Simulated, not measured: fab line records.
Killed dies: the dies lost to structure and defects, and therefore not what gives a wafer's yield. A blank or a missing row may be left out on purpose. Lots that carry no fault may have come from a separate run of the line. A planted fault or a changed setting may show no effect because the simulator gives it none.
A struck lot beside a sound one :: flow nand harc :: 17 out of 1159 route steps
Sound: these wafers, L901.2, L901.4, L901.6. Wafers struck: L908.2, L908.4, L908.6. Last of all comes the cause.
For every step that has rows: the tool of each side, followed by ch and its chambers, followed by its first start. Under that, the readings that differ: sound wafers :: struck wafers :: difference of the means :: sigmas: that difference in standard deviations of wafers without a fault.
alike: same words and numbers on both sides, and readings whose means sit less than 2 such deviations apart. not compared: any withheld reading, any reading some wafer has no value for, any bound like >300 that may hide the same value, and any number with overlapping values for which the record gives no deviation.
A row with sigmas, a row that says differs or no value, or rows on one side alone: a step with any of these is where the two part. When numbers do not overlap yet have no deviation, they are printed without sigmas and do not part them. A reading that every wafer of one side lacks parts them only if that side has two wafers or more.

NHARC_A_CONTACT_ETCH_102: etches the open film in CF4/O2, target depth 70 nm, overetch 7 nm, time 38.5 s.
  sound on rie diel-01 ch 1,2, day 19 05:07; struck on rie diel-09 ch 1,2,3, day 20 18:25
  alike: bias w, drypump motor current A, oes product au, rf vpp V, showerhead plenum p Torr, throttle valve pct
  not compared: rf hours counter h
NHARC_A_CONTACT_STRIP_55: strips in O2.
  sound on rie diel-01 ch 1,2, day 19 05:20; struck on rie diel-09 ch 0,1
  alike: drypump motor current A, oes product au, rf vpp V, showerhead plenum p Torr, throttle valve pct
  not compared: rf hours counter h
then, 1 step without rows for these wafers: NHARC_A_CONTACT_STRIP_56 (strips in post etch residue remover, time 600 s).
NHARC_A_CONTACT_DEP_57: deposits aC, target thk 2800 nm.
  sound on acl dep-02 ch 0, day 19 06:29; struck on acl dep-02 ch 0, day 20 19:21
  alike: throttle valve pct
NHARC_A_CONTACT_DEP_58: deposits SiON, target thk 60 nm.
  sound on pecvd-04 ch 1,2, day 19 07:58; struck on pecvd-01 ch 1,2, day 20 20:50
  alike: heater power w
then, 7 steps without rows for these wafers: NHARC_A_CONTACT_DEHYDRATE_59 (time 120 s); NHARC_A_CONTACT_HMDS_60 (time 30 s); NHARC_A_CONTACT_COAT_61 (time 75 s); NHARC_A_CONTACT_COAT_62 (time 65 s); NHARC_A_CONTACT_COAT_63 (resist thk 90 nm); NHARC_A_CONTACT_SOFTBAKE_64 (time 55 s); NHARC_A_CONTACT_EBR_65.
NHARC_A_CONTACT_EXPOSE_66: exposes mask A CC 2.
  sound on arfi scanner-02 ch 0, day 19 08:31; struck on arfi scanner-02 ch 0, day 20 21:25
reading: exposure dose mJ cm2
sound: 59.06 59.01 59.00
struck: 40.46 40.57 40.52
difference: -18.51
sigmas: -99 or more
  alike: mask
then, 2 steps without rows for these wafers: NHARC_A_CONTACT_PEB_67 (peb time 65 s); NHARC_A_CONTACT_DEVELOP_68 (develop time 35 s).
NHARC_A_CONTACT_CD_MEAS_69: the cd target is 200 nm.
  sound on cd sem-01 ch 0, day 19 08:40; struck on cd sem-01 ch 0, day 20 21:33
reading: cd nm (nm)
sound: 200.0 200.0 199.4
struck: 184.0 184.4 184.0
difference: -15.7
sigmas: -24
NHARC_A_CONTACT_OVL_MEAS_70:
  sound: overlay-01 at day 19 08:45; struck: overlay-02 at day 20 21:38
  alike: overlay x nm, overlay y nm

WHERE THEY PART
Last at NHARC_A_CONTACT_CD_MEAS_69 as far as this record goes, first at NHARC_A_CONTACT_EXPOSE_66. Later steps at which nothing parts them and some readings are alike: NHARC_A_CONTACT_OVL_MEAS_70.

WHY: whatever the simulator had introduced
Drift in process parameters on arfi scanner-02 at NHARC_A_CONTACT_EXPOSE_66, starting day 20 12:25. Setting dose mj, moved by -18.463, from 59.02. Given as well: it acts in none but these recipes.
